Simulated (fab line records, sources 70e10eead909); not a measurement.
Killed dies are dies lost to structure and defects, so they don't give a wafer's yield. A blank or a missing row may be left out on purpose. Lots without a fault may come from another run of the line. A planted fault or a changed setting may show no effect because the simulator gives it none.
fab line records | flow nand_harc
record lots=24 wafers=72 last_day=25
route steps=1159 shown P_GATE@143 P_M0@265
lots that met no fault: from a run of the same line without faults
start_h: hours from the record's first day to the start of the lot's first wafer shown | wait_h: hours since the lot's step before | " the same as in the row above | L1.1+2: a row that stands for several wafers | - no value, or no start given | * or withheld: withheld | < > ~ a bound
route shown NAME@n: a module of which the file shows steps, and the number in the route of the first | usual: mean/standard deviation of fault-free wafers | same: alike in all rows | chamber/n: place in a boat | sites: the reading at each site | _std_site: their standard deviation | _edge_site: outer sites' mean less inner sites' | radius_mm: how far each site lies from the wafer's centre | mask NAME#n: copy n | behind: the tool/chamber that last shaped the wafer | hold: why the lot was held/for how many hours/how that ended | device: the transistor (n, p or np) that didn't switch | end of line: the same wafers' tests at the end of the route | a step without rows: its recipe alone | killed: dies lost to structure and defects at the first sort, not the wafer's yield | map: a wafer's dies, x killed, . not, _ none there
set.NAME: the setting as run; set.NAME@STEP: as run at that earlier step | model.NAME: the simulator's own value behind a step, which no gauge read
steps of the route over a sample of lots; a table a step, a row a wafer
services: from which hour (start_h, from the record's first day; less than 0 if before it) a tool's chamber was out of use, for how many hours, and why
## steps
# step NHARC_P_GATE_INSPECT_28
# usual raw_defect_count=6.4/3
# columns lot.wafer tool chamber start_h wait_h raw_defect_count
L075.1 defect_inspect-02 - 90.87 0.0 6
L075.2 " - " " 8
L075.3 " - " " 9
L074.1 defect_inspect-02 - 91.53 0.0 5
L074.2 " - " " 11
L074.3 " - " " 11
L077.1 defect_inspect-02 - 103.61 0.0 10
L077.3 " - " " 9
L077.6 " - " " 17
L076.1 defect_inspect-02 - 104.09 0.0 11
L076.4 " - " " 8
L076.6 " - " " 4
L078.1 defect_inspect-01 - 114.64 0.0 6
L078.3 " - " " 5
L078.6 " - " " 5
L079.1 defect_inspect-01 - 115.04 0.0 3
L079.2 " - " " 7
L079.6 " - " " 8
L082.1 defect_inspect-01 - 132.86 0.0 14
L082.3 " - " " 9
L082.5 " - " " 3
L081.2 defect_inspect-02 - 132.89 0.0 4
L081.3 " - " " 7
L081.4 " - " " 5
L080.1 defect_inspect-02 - 133.60 0.0 2
L080.3 " - " " 6
L080.4 " - " " 9
L083.1 defect_inspect-02 - 142.14 0.0 10
L083.3 " - " " 6
L083.4 " - " " 11
L084.2 defect_inspect-01 - 152.32 0.0 7
L084.3 " - " " 6
L084.4 " - " " 3
L086.3 defect_inspect-02 - 164.29 0.0 6
L086.4 " - " " 5
L086.6 " - " " 6
L085.1 defect_inspect-02 - 164.70 0.0 10
L085.3 " - " " 3
L085.4 " - " " 7
L089.3 defect_inspect-02 - 168.13 0.0 4
L089.5 " - " " 10
L089.6 " - " " 5
L088.1 defect_inspect-01 - 169.56 0.0 10
L088.2 " - " " 8
L088.4 " - " " 9
L087.4 defect_inspect-02 - 170.00 0.0 2
L087.5 " - " " 2
L087.6 " - " " 8
L090.2 defect_inspect-01 - 186.16 0.0 4
L090.5 " - " " 7
L090.6 " - " " 6
L091.2 defect_inspect-02 - 190.28 0.0 5
L091.3 " - " " 2
L091.4 " - " " 2
L092.2 defect_inspect-01 - 197.04 0.0 9
L092.5 " - " " 12
L092.6 " - " " 8
L094.2 defect_inspect-02 - 204.37 0.0 1
L094.3 " - " " 4
L094.5 " - " " 4
L093.2 defect_inspect-01 - 204.52 0.0 7
L093.3 " - " " 10
L093.6 " - " " 7
L095.1 defect_inspect-02 - 215.25 0.0 8
L095.2 " - " " 9
L095.4 " - " " 4
L096.4 defect_inspect-02 - 215.94 0.0 5
L096.5 " - " " 6
L096.6 " - " " 6
L097.1 defect_inspect-01 - 228.04 0.0 4
L097.2 " - " " 4
L097.5 " - " " 7
# step NHARC_P_GATE_CD_MEAS_33
# usual cd_nm=119.3/2.3
# columns lot.wafer tool chamber start_h wait_h cd_nm
L075.1 cd_sem-01 - 91.91 - 120.3
L075.2 " - " " 120.5
L075.3 " - " " 120.9
L074.1 cd_sem-02 - 92.47 - 119.4
L074.2 " - " " 121.0
L074.3 " - " " 120.1
L077.1 cd_sem-01 - 104.67 0.2 122.1
L077.3 " - " " 121.0
L077.6 " - " " 122.7
L076.1 cd_sem-03 - 105.12 0.2 121.7
L076.4 " - " " 117.3
L076.6 " - " " 117.7
L078.1 cd_sem-02 - 115.60 - 120.8
L078.3 " - " " 120.9
L078.6 " - " " 125.1
L079.1 cd_sem-01 - 115.91 - 117.5
L079.2 " - " " 118.2
L079.6 " - " " 118.3
L082.1 cd_sem-03 - 133.83 - 117.3
L082.3 " - " " 115.2
L082.5 " - " " 115.4
L081.2 cd_sem-01 - 134.40 - 120.5
L081.3 " - " " 120.3
L081.4 " - " " 121.8
L080.1 cd_sem-03 - 134.60 0.2 121.0
L080.3 " - " " 120.0
L080.4 " - " " 118.3
L083.1 cd_sem-01 - 143.08 - 120.0
L083.3 " - " " 120.8
L083.4 " - " " 120.6
L084.2 cd_sem-03 - 153.78 - 125.0
L084.3 " - " " 118.8
L084.4 " - " " 116.9
L086.3 cd_sem-02 - 165.86 - 120.2
L086.4 " - " " 123.8
L086.6 " - " " 117.2
L085.1 cd_sem-02 - 166.06 - 117.6
L085.3 " - " " 121.8
L085.4 " - " " 120.4
L089.3 cd_sem-03 - 169.13 - 119.1
L089.5 " - " " 120.1
L089.6 " - " " 119.6
L088.1 cd_sem-02 - 171.21 - 119.4
L088.2 " - " " 118.6
L088.4 " - " " 119.9
L087.4 cd_sem-03 - 171.63 - 120.6
L087.5 " - " " 122.2
L087.6 " - " " 117.1
L090.2 cd_sem-01 - 187.04 - 119.6
L090.5 " - " " 117.6
L090.6 " - " " 120.0
L091.2 cd_sem-01 - 191.41 - 117.1
L091.3 " - " " 116.3
L091.4 " - " " 119.6
L092.2 cd_sem-01 - 197.98 - 123.4
L092.5 " - " " 116.5
L092.6 " - " " 117.7
L094.2 cd_sem-02 - 205.29 - 120.2
L094.3 " - " " 118.7
L094.5 " - " " 116.6
L093.2 cd_sem-03 - 205.59 - 121.0
L093.3 " - " " 118.0
L093.6 " - " " 118.5
L095.1 cd_sem-01 - 216.81 - 117.3
L095.2 " - " " 118.4
L095.4 " - " " 120.3
L096.4 cd_sem-03 - 216.92 - 117.9
L096.5 " - " " 117.8
L096.6 " - " " 120.2
L097.1 cd_sem-02 - 228.96 - 121.0
L097.2 " - " " 117.5
L097.5 " - " " 120.6
# step NHARC_P_GATE_STRIP_101
# recipe time_s=20 o2_flow_sccm=500 ar_flow_sccm=0 bias_w=0 chemistry=O2
# usual drypump_motor_current_A=5.7/0.36 mfc_ar_sccm=0.007/0.0094 oes_product_au=0.996/0.009 rf_vpp_V=57.8/0.94 showerhead_plenum_p_Torr=3.50/0.15 throttle_valve_pct=17.037/0.0095
# columns lot.wafer tool chamber start_h wait_h drypump_motor_current_A mfc_ar_sccm oes_product_au rf_hours_counter_h rf_vpp_V showerhead_plenum_p_Torr throttle_valve_pct
L075.2 rie_diel-05 3 101.89 0.1 5.4 0 1.000 36 58.3 3.64 17.031
L075.1 " 1 " " 5.6 0.008 0.994 41 56.9 3.42 17.027
L075.3 " 2 " " 5.6 0 0.989 38 59.3 3.64 17.040
L074.1 rie_diel-05 2 102.53 0.1 5.6 0 1.000 39 58.2 3.63 17.037
L074.2 " 3 " " 5.4 0 0.999 36 59.2 3.64 17.019
L074.3 " 0 " " 6.3 0.009 0.993 35 58.3 3.58 17.040
L077.1 rie_diel-03 3 114.78 0.1 5.3 0 1.006 13 58.5 3.30 17.045
L077.3 " 0 " " 5.5 0.008 0.992 14 58.2 3.56 17.039
L077.6 " 0 " " 5.5 0.008 0.989 - 57.2 3.56 17.046
L076.4 rie_diel-03 2 115.17 0.1 5.8 0.030 1.005 12 58.3 3.75 17.046
L076.1 " 3 " " 5.3 0 1.005 13 57.1 3.29 17.028
L076.6 " 1 " " 6.4 0 0.997 - 57.9 3.33 17.041
L078.1 rie_diel-03 2 125.74 0.1 5.7 0.030 0.998 13 58.5 3.75 17.042
L078.3 " 0 " " 5.6 0.008 0.988 14 58.2 3.56 17.035
L078.6 " 2 " " 5.7 0.030 0.997 - 56.9 3.75 17.039
L079.2 rie_diel-05 1 126.10 0.1 5.6 0.008 1.000 49 58.7 3.41 17.031
L079.1 " 3 " " 5.3 0 0.988 44 58.4 3.64 17.028
L079.6 " 1 " " 5.6 0.008 0.994 - 58.6 3.41 17.053
L082.3 rie_diel-03 1 143.92 0.1 6.4 0 1.007 12 57.3 3.33 17.035
L082.1 " 0 " " 5.5 0.008 1.003 18 56.4 3.56 17.044
L082.5 " 2 " " 5.8 0.030 1.009 - 57.6 3.75 17.053
L081.4 rie_diel-03 3 144.44 0.1 5.3 0 1.013 18 57.2 3.29 17.040
L081.3 " 0 " " 5.5 0.008 0.994 18 57.5 3.56 17.014
L081.2 " 1 " " 6.4 0 0.991 12 58.0 3.33 17.030
L080.1 rie_diel-05 1 145.15 0.5 5.6 0.008 1.005 56 57.6 3.41 17.030
L080.3 " 3 " " 5.3 0 0.995 50 58.3 3.63 17.021
L080.4 " 3 " " 5.3 0 1.005 - 57.2 3.63 17.038
L083.4 rie_diel-03 0 153.10 0.1 5.5 0.008 1.005 20 59.1 3.55 17.029
L083.3 " 1 " " 6.4 0 0.994 14 57.1 3.33 17.039
L083.1 " 3 " " 5.3 0 1.008 20 57.1 3.29 17.041
L084.2 rie_diel-03 2 164.08 0.2 5.8 0.030 1.000 22 58.2 3.75 17.040
L084.4 " 3 " " 5.3 0 1.000 23 56.7 3.29 17.049
L084.3 " 1 " " 6.4 0 0.994 17 58.6 3.32 17.034
L086.3 rie_diel-13 0 175.91 0.1 5.6 0 0.994 24 56.5 3.55 17.058
L086.4 " 3 " " 6.1 0.008 0.981 27 58.2 3.31 17.029
L086.6 " 0 " " 5.6 0 1.000 - 57.0 3.55 17.039
L085.4 rie_diel-03 1 176.26 0.3 6.4 0 0.998 21 58.8 3.32 17.052
L085.3 " 3 " " 5.3 0 1.006 27 57.8 3.29 17.042
L085.1 " 0 " " 5.5 0.008 0.984 26 58.1 3.55 17.037
L089.3 rie_diel-13 2 179.37 0.1 5.3 0.020 1.006 29 57.8 3.66 17.030
L089.5 " 2 " " 5.3 0.020 1.003 - 56.6 3.66 17.015
L089.6 " 3 " " 6.1 0.008 0.990 - 56.6 3.31 17.045
L087.4 rie_diel-13 0 182.45 0.1 5.6 0 0.990 26 56.8 3.55 17.039
L087.6 " 0 " " 5.6 0 0.990 - 57.7 3.55 17.053
L087.5 " 1 " " 5.8 0 0.984 - 57.4 3.32 17.019
L088.2 rie_diel-13 1 184.55 0.2 5.8 0 0.979 27 58.3 3.32 17.040
L088.4 " 3 " " 6.1 0.008 0.991 30 57.2 3.31 17.038
L088.1 " 0 " " 5.6 0 1.000 27 58.6 3.55 17.022
L090.2 rie_diel-03 2 199.33 0.1 5.7 0.030 1.004 30 59.4 3.74 17.036
L090.5 " 0 " " 5.5 0.008 0.988 - 58.3 3.55 17.029
L090.6 " 1 " " 6.4 0 0.999 - 56.1 3.32 17.039
L091.3 rie_diel-05 3 201.58 0.1 5.3 0 0.978 9 58.9 3.63 17.040
L091.4 " 0 " " 6.3 0.009 0.991 11 58.0 3.56 17.043
L091.2 " 1 " " 5.6 0.008 0.989 11 56.7 3.40 17.035
L092.2 rie_diel-13 1 210.14 0.2 5.8 0 0.986 34 58.5 3.32 17.032
L092.5 " 1 " " 5.8 0 0.984 - 56.9 3.32 17.031
L092.6 " 2 " " 5.3 0.020 1.003 - 58.1 3.66 17.038
L093.3 rie_diel-05 0 215.74 0.1 6.3 0.009 1.003 17 58.6 3.55 17.027
L093.2 " 1 " " 5.6 0.008 1.001 17 56.7 3.40 17.047
L093.6 " 0 " " 6.3 0.009 0.991 - 58.4 3.55 17.041
L094.3 rie_diel-13 3 217.59 0.1 6.1 0.008 0.982 41 58.1 3.30 17.033
L094.2 " 0 " " 5.6 0 0.986 38 57.7 3.54 17.043
L094.5 " 1 " " 5.8 0 0.978 - 55.5 3.32 17.029
L095.2 rie_diel-13 1 226.83 0.1 5.8 0 0.980 42 58.7 3.31 17.038
L095.4 " 2 " " 5.3 0.020 0.998 47 58.2 3.65 17.031
L095.1 " 3 " " 6.1 0.008 0.991 46 56.3 3.30 17.029
L096.4 rie_diel-05 0 226.94 0.1 6.3 0.009 0.986 22 57.6 3.55 17.051
L096.5 " 1 " " 5.6 0.008 0.988 - 57.1 3.39 17.034
L096.6 " 2 " " 5.7 0 0.983 - 58.4 3.62 17.039
L097.2 rie_diel-05 1 239.03 0.1 5.6 0.008 0.985 24 57.6 3.39 17.042
L097.1 " 2 " " 5.7 0 0.991 20 57.9 3.62 17.040
L097.5 " 3 " " 5.3 0 0.986 - 58.1 3.62 17.030
# step NHARC_P_GATE_DESCUM_93
# recipe time_s=3 o2_flow_sccm=200 ar_flow_sccm=0 bias_power_w=0 chemistry=O2
# usual drypump_motor_current_A=5.7/0.37 mfc_ar_sccm=0.006/0.0085 oes_product_au=0.995/0.0097 rf_vpp_V=57.6/0.87 showerhead_plenum_p_Torr=1.89/0.088 throttle_valve_pct=11.310/0.0094
# columns lot.wafer tool chamber start_h wait_h drypump_motor_current_A mfc_ar_sccm oes_product_au rf_hours_counter_h rf_vpp_V showerhead_plenum_p_Torr throttle_valve_pct
L075.3 rie_diel-03 1 106.35 - 6.4 0 0.993 6 57.4 1.80 11.320
L075.2 " 3 " " 5.2 0 1.013 12 57.6 1.78 11.316
L075.1 " 0 " " 5.5 0.008 1.010 13 59.4 1.93 11.279
L074.3 rie_diel-03 1 107.32 - 6.4 0 0.992 6 57.7 1.80 11.304
L074.2 " 3 " " 5.3 0 1.001 12 56.8 1.78 11.307
L074.1 " 0 " " 5.5 0.008 0.996 13 58.3 1.93 11.308
L077.3 rie_diel-05 0 119.40 - 6.3 0.009 1.001 42 57.7 1.94 11.295
L077.1 " 1 " " 5.6 0.008 1.002 48 57.5 1.85 11.309
L077.6 " 3 " " 5.3 0 0.992 - 58.4 1.98 11.317
L076.1 rie_diel-03 2 119.89 - 5.7 0.030 0.999 12 59.1 2.05 11.310
L076.4 " 3 " " 5.3 0 0.990 14 56.9 1.78 11.312
L076.6 " 0 " " 5.6 0.008 0.991 - 59.2 1.93 11.301
L078.1 rie_diel-05 0 130.19 - 6.3 0.009 1.001 44 58.2 1.94 11.322
L078.3 " 1 " " 5.6 0.008 1.001 50 58.6 1.85 11.315
L078.6 " 3 " " 5.3 0 0.982 - 57.4 1.98 11.315
L079.1 rie_diel-05 3 130.73 - 5.3 0 0.998 45 55.9 1.98 11.318
L079.2 " 1 " " 5.6 0.008 0.999 50 58.7 1.85 11.324
L079.6 " 3 " " 5.3 0 1.005 - 58.1 1.98 11.322
L082.1 rie_diel-13 1 149.29 - 5.8 0 0.994 11 56.8 1.80 11.320
L082.3 " 0 " " 5.6 0 0.997 12 57.8 1.93 11.313
L082.5 " 2 " " 5.3 0.020 1.006 - 57.5 2.00 11.318
L081.4 rie_diel-13 0 149.68 - 5.6 0 0.984 12 57.7 1.93 11.313
L081.2 " 1 " " 5.8 0 0.984 11 56.9 1.80 11.318
L081.3 " 3 " " 6.1 0.008 0.972 14 56.8 1.79 11.309
L080.3 rie_diel-13 3 149.84 - 6.1 0.008 0.981 14 56.2 1.79 11.326
L080.1 " 1 " " 5.8 0 0.988 11 56.8 1.80 11.334
L080.4 " 2 " " 5.3 0.020 1.013 13 57.9 2.00 11.308
L083.3 rie_diel-13 1 157.51 - 5.8 0 0.982 15 57.9 1.80 11.297
L083.1 " 2 " " 5.3 0.020 1.006 19 56.6 1.99 11.322
L083.4 " 3 " " 6.1 0.008 0.985 18 57.0 1.79 11.321
L084.2 rie_diel-13 2 168.75 - 5.3 0.020 1.002 24 58.3 1.99 11.307
L084.3 " 0 " " 5.6 0 0.986 20 58.0 1.93 11.312
L084.4 " 1 " " 5.8 0 0.980 20 56.6 1.80 11.325
L086.3 rie_diel-05 1 180.50 - 5.6 0.008 1.001 3 58.2 1.84 11.299
L086.4 " 3 " " 5.3 0 0.981 3 57.7 1.97 11.314
L086.6 " 0 " " 6.3 0.009 0.981 - 57.1 1.93 11.309
L085.3 rie_diel-03 3 180.95 - 5.3 0 0.990 28 57.7 1.77 11.303
L085.1 " 0 " " 5.5 0.008 0.986 28 58.3 1.93 11.315
L085.4 " 2 " " 5.7 0.030 0.987 27 58.4 2.04 11.305
L089.3 rie_diel-05 2 184.06 - 5.7 0 0.989 4 58.1 1.97 11.312
L089.6 " 3 " " 5.4 0 0.980 - 56.1 1.97 11.318
L089.5 " 0 " " 6.3 0.009 1.003 - 58.1 1.93 11.305
L087.4 rie_diel-03 0 187.64 - 5.6 0.008 0.985 29 56.4 1.93 11.308
L087.5 " 1 " " 6.4 0 0.988 - 56.7 1.79 11.294
L087.6 " 2 " " 5.7 0.030 0.986 - 57.4 2.04 11.299
L088.2 rie_diel-13 3 190.25 - 6.1 0.008 0.982 31 56.7 1.78 11.314
L088.1 " 1 " " 5.8 0 0.976 27 57.1 1.79 11.314
L088.4 " 2 " " 5.3 0.020 0.992 32 58.3 1.99 11.311
L090.2 rie_diel-03 2 203.95 - 5.7 0.030 0.995 31 58.3 2.04 11.297
L090.6 " 3 " " 5.3 0 1.008 - 56.8 1.77 11.311
L090.5 " 0 " " 5.5 0.008 0.993 - 57.0 1.92 11.314
L091.3 rie_diel-03 0 206.04 - 5.5 0.008 0.997 32 58.6 1.92 11.303
L091.2 " 2 " " 5.7 0.030 1.001 31 58.6 2.04 11.298
L091.4 " 3 " " 5.3 0 1.016 33 55.7 1.77 11.315
L092.2 rie_diel-03 3 214.80 - 5.2 0 1.002 35 56.9 1.77 11.292
L092.5 " 0 " " 5.6 0.008 0.996 - 57.6 1.92 11.317
L092.6 " 1 " " 6.4 0 0.998 - 56.3 1.79 11.317
L093.2 rie_diel-05 3 220.23 - 5.3 0 0.999 15 56.8 1.97 11.327
L093.3 " 0 " " 6.3 0.009 1.001 19 58.1 1.93 11.315
L093.6 " 0 " " 6.3 0.009 1.007 - 56.3 1.93 11.324
L094.2 rie_diel-05 0 222.19 - 6.3 0.009 1.008 19 57.3 1.93 11.314
L094.3 " 1 " " 5.6 0.008 0.993 19 56.1 1.84 11.310
L094.5 " 1 " " 5.6 0.008 1.012 - 57.0 1.84 11.311
L095.4 rie_diel-03 1 231.43 - 6.4 0 1.019 1 58.1 1.79 11.305
L095.2 " 2 " " 5.7 0.030 1.006 1 58.4 2.04 11.311
L095.1 " 0 " " 5.5 0.008 0.996 1 57.1 1.92 11.310
L096.4 rie_diel-13 3 231.78 - 6.0 0.008 0.993 47 57.6 1.78 11.308
L096.5 " 3 " " 6.0 0.008 0.993 - 57.8 1.78 11.324
L096.6 " 0 " " 5.6 0 0.998 - 58.8 1.92 11.303
L097.2 rie_diel-03 0 243.61 - 5.5 0.008 0.992 2 56.9 1.92 11.308
L097.1 " 1 " " 6.4 0 1.007 2 57.9 1.79 11.314
L097.5 " 0 " " 5.5 0.008 1.008 - 57.9 1.92 11.306
# step NHARC_P_GATE_STRIP_95
# recipe power_w=1500 temp_c=250 chemistry=O2
# usual drypump_motor_current_A=5.61/0.29 heater_power_w=344/33 rf_refl_power_W=19/4.2
# columns lot.wafer tool chamber start_h wait_h drypump_motor_current_A heater_power_w rf_hours_counter_h rf_refl_power_W
L075.1 plasma_asher-02 1 107.46 0.6 5.86 316 37 24
L075.2 " 0 " " 5.91 323 37 14
L075.3 " 0 " " 5.93 309 - 15
L074.2 plasma_asher-02 1 108.68 0.6 5.88 309 38 23
L074.1 " 0 " " 5.85 319 38 13
L074.3 " 0 " " 5.85 313 - 14
L077.1 plasma_asher-01 1 120.48 0.5 5.21 370 4 16
L077.3 " 1 " " 5.21 361 - 15
L077.6 " 1 " " 5.21 366 - 15
L076.1 plasma_asher-02 0 120.97 0.5 5.84 312 41 14
L076.4 " 0 " " 5.90 320 - 14
L076.6 " 1 " " 5.85 318 - 23
L078.1 plasma_asher-02 1 131.25 0.5 5.89 308 44 24
L078.3 " 0 " " 5.94 311 - 14
L078.6 " 0 " " 5.98 312 - 13
L079.1 plasma_asher-01 1 131.78 0.6 5.20 368 7 15
L079.2 " 0 " " 5.45 386 7 22
L079.6 " 0 " " 5.46 388 - 23
L082.1 plasma_asher-02 1 150.36 0.5 5.89 321 49 23
L082.3 " 0 " " 5.83 309 - 14
L082.5 " 1 " " 5.85 318 - 24
L081.2 plasma_asher-01 0 150.76 0.6 5.47 383 12 21
L081.4 " 0 " " 5.46 375 - 22
L081.3 " 1 " " 5.19 370 - 15
L080.1 plasma_asher-02 1 151.14 0.6 5.87 315 50 24
L080.3 " 1 " " 5.88 309 - 24
L080.4 " 0 " " 5.92 312 - 15
L083.1 plasma_asher-02 1 158.60 0.6 5.89 311 52 22
L083.3 " 1 " " 5.88 309 - 22
L083.4 " 0 " " 5.90 318 - 13
L084.2 plasma_asher-01 0 169.86 0.6 5.46 376 20 23
L084.4 " 0 " " 5.47 377 - 22
L084.3 " 1 " " 5.20 359 - 15
L086.4 plasma_asher-02 1 181.62 0.4 5.87 311 - 24
L086.3 " 0 " " 5.95 306 - 14
L086.6 " 1 " " 5.86 314 - 22
L085.1 plasma_asher-01 1 182.28 0.5 5.21 363 25 15
L085.4 " 0 " " 5.47 385 - 22
L085.3 " 1 " " 5.21 375 - 14
L089.3 plasma_asher-01 1 185.82 0.3 5.22 363 - 15
L089.5 " 0 " " 5.47 379 - 22
L089.6 " 1 " " 5.21 374 - 15
L087.4 plasma_asher-01 0 188.72 0.3 5.46 390 - 22
L087.6 " 1 " " 5.20 366 - 15
L087.5 " 0 " " 5.47 388 - 21
L088.2 plasma_asher-01 0 191.71 0.6 5.46 383 33 22
L088.1 " 1 " " 5.23 361 33 14
L088.4 " 0 " " 5.45 397 - 23
L090.2 plasma_asher-02 0 205.01 0.5 5.93 297 5 15
L090.5 " 1 " " 5.89 317 - 23
L090.6 " 0 " " 5.85 292 - 14
L091.2 plasma_asher-01 1 207.13 0.6 5.21 353 38 15
L091.4 " 1 " " 5.21 366 - 15
L091.3 " 0 " " 5.46 385 - 23
L092.2 plasma_asher-01 0 215.85 0.5 5.47 375 41 22
L092.5 " 1 " " 5.21 364 - 15
L092.6 " 0 " " 5.47 388 - 23
L093.2 plasma_asher-01 0 221.33 0.6 5.46 390 43 23
L093.3 " 1 " " 5.18 372 - 15
L093.6 " 1 " " 5.19 374 - 15
L094.2 plasma_asher-02 0 223.35 0.5 5.87 293 12 13
L094.3 " 1 " " 5.87 324 - 23
L094.5 " 1 " " 5.87 321 - 24
L095.1 plasma_asher-01 0 232.51 0.6 5.46 389 46 24
L095.2 " 1 " " 5.21 366 46 15
L095.4 " 0 " " 5.47 389 - 24
L096.4 plasma_asher-02 0 232.87 0.4 5.92 299 - 14
L096.5 " 0 " " 5.88 301 - 15
L096.6 " 1 " " 5.90 322 - 23
L097.2 plasma_asher-02 1 244.68 0.6 5.86 318 17 24
L097.1 " 0 " " 5.93 303 17 14
L097.5 " 0 " " 5.94 297 - 13
# step NHARC_P_M0_INSPECT_11
# usual raw_defect_count=3.9/2.4
# columns lot.wafer tool chamber start_h wait_h raw_defect_count
L075.1 defect_inspect-01 - 124.59 0.0 3
L075.2 " - " " 6
L075.3 " - " " 2
L074.1 defect_inspect-02 - 125.24 0.0 7
L074.2 " - " " 11
L074.3 " - " " 8
L077.1 defect_inspect-02 - 128.37 0.0 4
L077.3 " - " " 3
L077.6 " - " " 7
L076.1 defect_inspect-01 - 133.27 0.0 2
L076.4 " - " " 4
L076.6 " - " " 4
L078.1 defect_inspect-02 - 139.12 0.0 6
L078.3 " - " " 0
L078.6 " - " " 3
L079.1 defect_inspect-02 - 139.80 0.0 5
L079.2 " - " " 2
L079.6 " - " " 5
L082.1 defect_inspect-01 - 161.54 0.0 5
L082.3 " - " " 6
L082.5 " - " " 2
L081.2 defect_inspect-02 - 162.01 0.0 4
L081.3 " - " " 2
L081.4 " - " " 0
L080.1 defect_inspect-02 - 162.57 0.0 2
L080.3 " - " " 3
L080.4 " - " " 7
L083.1 defect_inspect-02 - 170.63 0.0 7
L083.3 " - " " 3
L083.4 " - " " 5
L084.2 defect_inspect-01 - 179.26 0.0 2
L084.3 " - " " 2
L084.4 " - " " 1
L086.3 defect_inspect-02 - 190.87 0.0 4
L086.4 " - " " 6
L086.6 " - " " 6
L085.1 defect_inspect-02 - 191.41 0.0 5
L085.3 " - " " 3
L085.4 " - " " 13
L089.3 defect_inspect-01 - 193.67 0.0 2
L089.5 " - " " 3
L089.6 " - " " 3
L087.4 defect_inspect-01 - 196.40 0.0 1
L087.5 " - " " 2
L087.6 " - " " 2
L088.1 defect_inspect-01 - 202.30 0.0 3
L088.2 " - " " 1
L088.4 " - " " 2
L090.2 defect_inspect-02 - 218.05 0.0 5
L090.5 " - " " 4
L090.6 " - " " 1
L091.2 defect_inspect-02 - 218.47 0.0 4
L091.3 " - " " 5
L091.4 " - " " 2
L092.2 defect_inspect-02 - 223.99 0.0 4
L092.5 " - " " 3
L092.6 " - " " 2
L093.2 defect_inspect-02 - 229.09 0.0 3
L093.3 " - " " 1
L093.6 " - " " 6
L094.2 defect_inspect-02 - 231.00 0.1 1
L094.3 " - " " 2
L094.5 " - " " 1
L095.1 defect_inspect-01 - 240.08 0.0 2
L095.2 " - " " 4
L095.4 " - " " 5
L096.4 defect_inspect-02 - 244.98 0.0 1
L096.5 " - " " 4
L096.6 " - " " 6
L097.1 defect_inspect-01 - 253.33 0.0 6
L097.2 " - " " 4
L097.5 " - " " 7
## services
# columns tool chamber start_h hours kind
rie_diel-03 0 96.30 - clean
rie_diel-03 1 96.30 - clean
rie_diel-03 2 96.30 - clean
rie_diel-03 3 96.30 - clean
plasma_asher-01 - 99.14 9.0 pm
rie_diel-13 - 99.17 9.0 pm
rie_diel-13 1 113.80 4.9 repair
rie_diel-03 0 120.80 - clean
rie_diel-03 1 120.80 - clean
rie_diel-03 2 120.80 - clean
rie_diel-03 3 120.80 - clean
rie_diel-03 2 130.39 2.0 repair
rie_diel-05 2 134.26 2.8 repair
rie_diel-05 2 142.12 15.8 repair
rie_diel-03 0 145.30 - clean
rie_diel-03 1 145.30 - clean
rie_diel-05 - 149.34 1.9 repair
rie_diel-05 - 163.61 9.0 pm
plasma_asher-02 - 166.28 6.5 repair
plasma_asher-02 - 183.03 9.0 pm
rie_diel-13 3 205.91 4.2 repair
rie_diel-13 1 206.20 2.9 repair
rie_diel-05 3 215.20 4.7 repair
rie_diel-03 - 215.30 9.0 pm
## key
fault none
